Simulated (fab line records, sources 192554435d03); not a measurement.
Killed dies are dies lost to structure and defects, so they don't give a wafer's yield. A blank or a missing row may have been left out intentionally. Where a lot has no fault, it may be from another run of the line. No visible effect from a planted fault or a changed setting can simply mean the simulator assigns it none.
What tool caused it? ; flow n5Finfet ; 14 lots with 42 wafers sampled at 3 steps, on a route of 1938 steps

## WHAT THE GAUGES SHOWED, per wafer
N5_PASSIVATION_OVL_MEAS_63. Usual: PAD_OVL -1 nm, standard deviation 5.
lot;measured;on;PAD_OVL (nm);flag
L119;day 12 18:31;overlay-02;1 7 5;
L120;day 13 00:42;overlay-02;-11 -2 -5;
L121;day 13 16:45;overlay-02;-2 1 -7;
L123;day 13 16:05;overlay-02;6 7 0;
L124;day 13 22:31;overlay-02;-7 -5 0;
L125;day 14 03:58;overlay-02;-6 -7 -12;
L126;day 15 02:24;overlay-02;-4 0 -3;
L127;day 15 02:01;overlay-01;2 4 5;
L128;day 14 17:56;overlay-02;-9 -10 -3;
L130;day 15 06:26;overlay-01;-6 2 -2;
L131;day 16 09:51;overlay-02;-2 1 -3;
L133;day 16 04:35;overlay-02;3 7 4;
L139;day 18 02:07;overlay-02;3 1 4;
L140;day 18 06:55;overlay-02;-1 -4 1;

## TOOL THAT RAN EACH LOT (tool first, then ch and the chambers of the sampled wafers, then the start)
lot;N5_SDB_PRECLEAN_38;N5_PASSIVATION_SPUTTER_20
L119;wetBench-06 ch 2,3,6, day 4 05:42;pvdSputter-02, day 12 17:55
L120;wetBench-04 ch 3,4,6, day 4 15:13;pvdSputter-01, day 13 00:06
L121;wetBench-03 ch 0,4,7, day 4 18:09;pvdSputter-01, day 13 15:54
L123;wetBench-04 ch 0,2,3, day 5 09:22;pvdSputter-01, day 13 15:29
L124;wetBench-03 ch 1,2,3, day 5 16:56;pvdSputter-03, day 13 21:47
L125;wetBench-04 ch 0,1,5, day 5 18:54;pvdSputter-03, day 14 03:14
L126;wetBench-03 ch 1,5,7, day 6 02:49;pvdSputter-02, day 15 01:47
L127;wetBench-03 ch 2,3,4, day 6 06:12;pvdSputter-03, day 15 01:17
L128;wetBench-06 ch 1,2,7, day 6 14:06;pvdSputter-02, day 14 17:20
L130;wetBench-03 ch 1,4,7, day 7 05:19;pvdSputter-01, day 15 05:43
L131;wetBench-03 ch 2,3,7, day 7 06:50;pvdSputter-02, day 16 09:08
L133;wetBench-03 ch 0,6,7, day 8 00:08;pvdSputter-03, day 16 03:59
L139;wetBench-06 ch 3,5,7, day 9 08:20;pvdSputter-02, day 18 01:31
L140;wetBench-04 ch 0,6,7, day 9 12:20;pvdSputter-02, day 18 06:19
- N5_SDB_PRECLEAN_38: cleans in dHF, time 10 s.
- N5_PASSIVATION_SPUTTER_20: material TaN, target thk 50 nm.

## AS READ BY THE TOOLS THEMSELVES (means over the sampled wafers that have a number; for cases with no such wafer, the mark the record gives instead)
N5_PASSIVATION_SPUTTER_20. Usual: throttleValvePct reads 30.4 % (standard deviation 0.45).
lot;tool;throttleValvePct (%);flag
L119;pvdSputter-02;30.6;
L120;pvdSputter-01;29.6;
L121;pvdSputter-01;30.1;
L123;pvdSputter-01;30.3;
L124;pvdSputter-03;30.1;
L125;pvdSputter-03;30.3;
L126;pvdSputter-02;30.6;
L127;pvdSputter-03;30.0;
L128;pvdSputter-02;30.8;
L130;pvdSputter-01;30.2;
L131;pvdSputter-02;30.6;
L133;pvdSputter-03;30.4;
L139;pvdSputter-02;30.8;
L140;pvdSputter-02;30.7;

## THE ANSWER, worked out from the rows above alone
Rule: a lot counts as off when the mean over its wafers that have a number is more than 3 standard deviations away from the usual mean. Also off: a lot with no number at a reading for which 4 or more lots have one. The other lots that the step has rows for count as sound. The gauges are gone through in route order, then the tools' own readings, and for those a lot's mean is taken as printed above. The first step at which some lot is off is used, and at that step the reading that is off furthest; a lot without a number counts as furthest.
No lot is off at any reading shown: from this, nothing can be told.

## WHAT HAD BEEN PUT IN BY THE SIMULATOR
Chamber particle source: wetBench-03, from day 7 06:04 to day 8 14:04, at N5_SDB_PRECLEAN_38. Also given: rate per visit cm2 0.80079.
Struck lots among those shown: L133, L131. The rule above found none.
